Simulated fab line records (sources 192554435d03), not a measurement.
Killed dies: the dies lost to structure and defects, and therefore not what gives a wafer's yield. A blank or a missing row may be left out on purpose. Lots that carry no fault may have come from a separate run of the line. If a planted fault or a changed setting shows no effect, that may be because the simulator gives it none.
Split-lot experiment + flow n5Finfet + 21 wafers read from 7 lots, route of 1938 steps

SPLIT DETAILS
At N5_BEOL_M0_SAQP_DESCUM_19 (chemistry O2, time 7.9 s), the setting timeS was moved away from the recipe's 7.9 s on 7 of the 21 wafers read, by -16.0% to +18.9%. This setting was run at the recipe's value on the other wafers.

Between the split and the reading, the file records no step.

THE READING
CAR-ArF_of_BEOL_M0_SAQP_COAT_08.thkNm (the simulator's own value, which no gauge read), in nm, at N5_BEOL_M0_SAQP_ETCH_83 (etches SiARC in CF4, target depth 39 nm, time 65 s). No usual value for it is given in the file. Across the 14 wafers here that went through the recipe, the average is 55.9 nm and the standard deviation 0.42 nm.

| wafer  | tool, chamber at the split | timeS as run, s | against the recipe | CAR-ArF_of_BEOL_M0_SAQP_COAT_08.thkNm, nm | against lot-mates on the recipe |
|--------|----------------------------|-----------------|--------------------|-------------------------------------------|---------------------------------|
| L080.1 | rieDiel-06, 3              | 8.799           | +11.4%             | 55.6                                      | -0.6                            |
| L080.2 | rieDiel-06, 2,0            | 7.9             | recipe             | 56.2                                      | -                               |
| L080.3 | rieDiel-06, 2,0            | 7.9             | recipe             | 56.2                                      | -                               |
| L082.2 | rieDiel-03, 3,1            | 7.9             | recipe             | 55.8                                      | -                               |
| L082.3 | rieDiel-03, 3,1            | 7.9             | recipe             | 56                                        | -                               |
| L082.6 | rieDiel-03, 0              | 7.9             | recipe             | 55.6                                      | -                               |
| L085.4 | rieDiel-06, 2              | 7.9             | recipe             | 57                                        | -                               |
| L085.5 | rieDiel-06, 2              | 9.39            | +18.9%             | 55.6                                      | -1.4                            |
| L085.6 | rieDiel-06, 3              | 9.39            | +18.9%             | 55.6                                      | -1.4                            |
| L088.1 | rieDiel-06, 3              | 7.9             | recipe             | 56                                        | -                               |
| L088.5 | rieDiel-06, 3              | 6.634           | -16.0%             | 56.8                                      | +1.0                            |
| L088.6 | rieDiel-06, 0              | 7.9             | recipe             | 55.6                                      | -                               |
| L094.1 | rieDiel-02, 1,3            | 7.308           | -7.5%              | 55.8                                      | +0.6                            |
| L094.2 | rieDiel-02, 1,3            | 7.308           | -7.5%              | 56                                        | +0.8                            |
| L094.5 | rieDiel-02, 3              | 7.9             | recipe             | 55.2                                      | -                               |
| L096.3 | rieDiel-02, 2              | 9.24            | +17.0%             | 55                                        | -0.6                            |
| L096.4 | rieDiel-02, 0              | 7.9             | recipe             | 55.6                                      | -                               |
| L096.5 | rieDiel-02, 0              | 7.9             | recipe             | 55.6                                      | -                               |
| L097.3 | rieDiel-06, 2              | 7.9             | recipe             | 56.2                                      | -                               |
| L097.4 | rieDiel-06, 1              | 7.9             | recipe             | 55.6                                      | -                               |
| L097.6 | rieDiel-06, 1              | 7.9             | recipe             | 55.6                                      | -                               |
The file does not say which wafer passed through which chamber wherever a row lists several chambers: such a row stands for several wafers.

FIT RESULTS
A straight line over all 21 wafers: CAR-ArF_of_BEOL_M0_SAQP_COAT_08.thkNm changes by -0.0294 nm for each +1% of timeS; r = -0.53; the points scatter about the line by 0.41 nm.
The same after taking each lot's own level away (the mean of its wafers on the recipe; 21 wafers): -0.0651 nm for each +1%; r = -0.94; scatter 0.21 nm.
On that fit, the largest move of timeS shifts the reading by 1.2 nm.
From 55.20 to 57.00 nm: that is the span of the lots' own levels, equal to 4.2 times the standard deviation above.
So the lot-to-lot level blurs the effect unless lot-mates are compared.
Check: for one of the wafers moved furthest among these (+18.9%), held out of the fit, the line's prediction against its lot-mates is -1.13 nm. It came out at -1.4 nm against them.

THE OTHER SPLITS THESE WAFERS WENT THROUGH
Before the reading, these wafers also passed through other splits. Each is held against what the fit with the lots' levels taken away leaves over:
| other split on the same wafers       | wafers away from the commonest value | r with CAR-ArF_of_BEOL_M0_SAQP_COAT_08.thkNm (lot level and that fit taken away) |
|--------------------------------------|--------------------------------------|----------------------------------------------------------------------------------|
| N5_MOL_CONTACT_COAG_ETCH_105 biasW   | 7                                    | +0.14                                                                            |
| N5_MOL_CONTACT_COAG_EXPOSE_81 doseMj | 12                                   | +0.19                                                                            |
| N5_MOL_CONTACT_COAG_ETCH_91 timeS    | 6                                    | -0.06                                                                            |

THE WHOLE CHAIN: every reading that the file lists as answering this split, in the file's order
| step                      | what it does                                       | reading                                                                                | change (the file's fit)                | r (the file's) |
|---------------------------|----------------------------------------------------|----------------------------------------------------------------------------------------|----------------------------------------|----------------|
| N5_BEOL_M0_SAQP_DESCUM_19 | chemistry O2, time 7.9 s                           | CAR-ArF_of_BEOL_M0_SAQP_COAT_08.thkNm (the simulator's own value, which no gauge read) | -0.0592 nm for each +1% of the setting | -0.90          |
| N5_BEOL_M0_SAQP_ETCH_83   | etches SiARC in CF4, target depth 39 nm, time 65 s | CAR-ArF_of_BEOL_M0_SAQP_COAT_08.thkNm (the simulator's own value, which no gauge read) | -0.0596 nm for each +1% of the setting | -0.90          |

THE FILE'S OWN FIT
CAR-ArF_of_BEOL_M0_SAQP_COAT_08.thkNm changes by -0.0596 nm for each +1% of timeS, r = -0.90.
